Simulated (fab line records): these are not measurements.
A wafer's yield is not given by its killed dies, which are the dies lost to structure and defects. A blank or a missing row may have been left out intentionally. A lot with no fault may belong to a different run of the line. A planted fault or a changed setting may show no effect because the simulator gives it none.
Lot-split experiment ; flow n5_finfet ; 21 wafers read from 7 lots, route of 1938 steps

## THE SPLIT
At N5_SDB_CUT_ETCH_26 (etches Si in HBr/Cl2/O2, target depth 129.6 nm, bt time 20 s, time 51.8 s), the setting icp_w was moved away from the recipe's 800 W on 7 of the 21 wafers read, by -11.5% to +13.3%. All remaining wafers had this setting at the recipe value.

The reading is taken at the split's own step.

## THE READING
SDB.feature_depth_nm (the simulator's own value, which no gauge read), in nm, at N5_SDB_CUT_ETCH_26 (etches Si in HBr/Cl2/O2, target depth 129.6 nm, bt time 20 s, time 51.8 s). There is no usual value for it anywhere in the file. Across the 14 wafers here that went through the recipe, the average is 131.0 nm and the standard deviation 2.4 nm.

wafer;tool, chamber at the split;icp_w as run, W;against the recipe;SDB.feature_depth_nm, nm;against lot-mates on the recipe
L075.1;rie_si-02, 0;800;recipe;130;-
L075.3;rie_si-02, 1;708.2;-11.5%;125;-5.0
L075.5;rie_si-02, 1;708.2;-11.5%;123.8;-6.2
L081.1;rie_si-02, 1;800;recipe;131.2;-
L081.2;rie_si-02, 2;800;recipe;129.6;-
L081.5;rie_si-02, 1;800;recipe;129.6;-
L085.1;rie_si-02, 0;906.1;+13.3%;141;+11.4
L085.2;rie_si-02, 2;800;recipe;129.6;-
L085.5;rie_si-02, 0;906.1;+13.3%;141.2;+11.6
L086.2;rie_si-02, 0;800;recipe;130.6;-
L086.3;rie_si-02, 1;800;recipe;130.2;-
L086.5;rie_si-02, 2;800;recipe;127.4;-
L090.1;rie_si-04, 1,2;800;recipe;134.4;-
L090.5;rie_si-04, 1,2;800;recipe;134.4;-
L090.3;rie_si-04, 2;800;recipe;134.8;-
L093.2;rie_si-05, 0;800;recipe;131;-
L093.4;rie_si-05, 3;739.3;-7.6%;125.4;-5.6
L093.6;rie_si-05, 1;739.3;-7.6%;126.6;-4.4
L096.1;rie_si-02, 3;800;recipe;133.8;-
L096.2;rie_si-02, 2;800;recipe;127.6;-
L096.3;rie_si-02, 1;846.8;+5.8%;133.6;+2.9
If several chambers appear in one row, that row covers several wafers at once and the file leaves open which wafer was in which chamber.

THE FIT
A straight line over all 21 wafers: SDB.feature_depth_nm changes by +0.669 nm for each +1% of icp_w; r = +0.89; the points scatter about the line by 2.1 nm.
The same after taking each lot's own level away (the mean of its wafers on the recipe; 21 wafers): +0.692 nm for each +1%; r = +0.94; scatter 1.6 nm.
The reading moves by 9.2 nm for the largest change in icp_w, on that fit.
The lots' own levels span 129.40 to 134.53 nm, that is 2.2 times the standard deviation above.
So the lot-to-lot level changes the slope little: the two slopes agree.
Check: with one of the wafers moved furthest among these (+13.3%) left out of the fit, the line predicts +8.85 nm for it against its lot-mates. It came out at +11.4 nm against them.

## THE OTHER SPLITS THESE WAFERS WENT THROUGH
These wafers also went through other splits before the reading. Each is held against what the fit with the lots' levels taken away leaves over:
other split on the same wafers;wafers away from the commonest value;r with SDB.feature_depth_nm (lot level and that fit taken away)
N5_FIN_CUT_COAT_19 spin_rpm;10;-0.35
N5_DUMMY_GATE_CVD_03 temp_c;12;+0.15

## THE WHOLE CHAIN: every reading that the file lists as answering this split, in the file's order
step;what it does;reading;change (the file's fit);r (the file's)
N5_SDB_CUT_ETCH_26;etches Si in HBr/Cl2/O2, target depth 129.6 nm, bt time 20 s, time 51.8 s;etch.depth_nm (the simulator's own value, which no gauge read);+0.678 nm for each +1% of the setting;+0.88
N5_SDB_CUT_ETCH_26;etches Si in HBr/Cl2/O2, target depth 129.6 nm, bt time 20 s, time 51.8 s;SDB.feature_depth_nm (the simulator's own value, which no gauge read);+0.68 nm for each +1% of the setting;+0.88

## FILE'S OWN FIT
SDB.feature_depth_nm changes by +0.68 nm for each +1% of icp_w, r = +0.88.
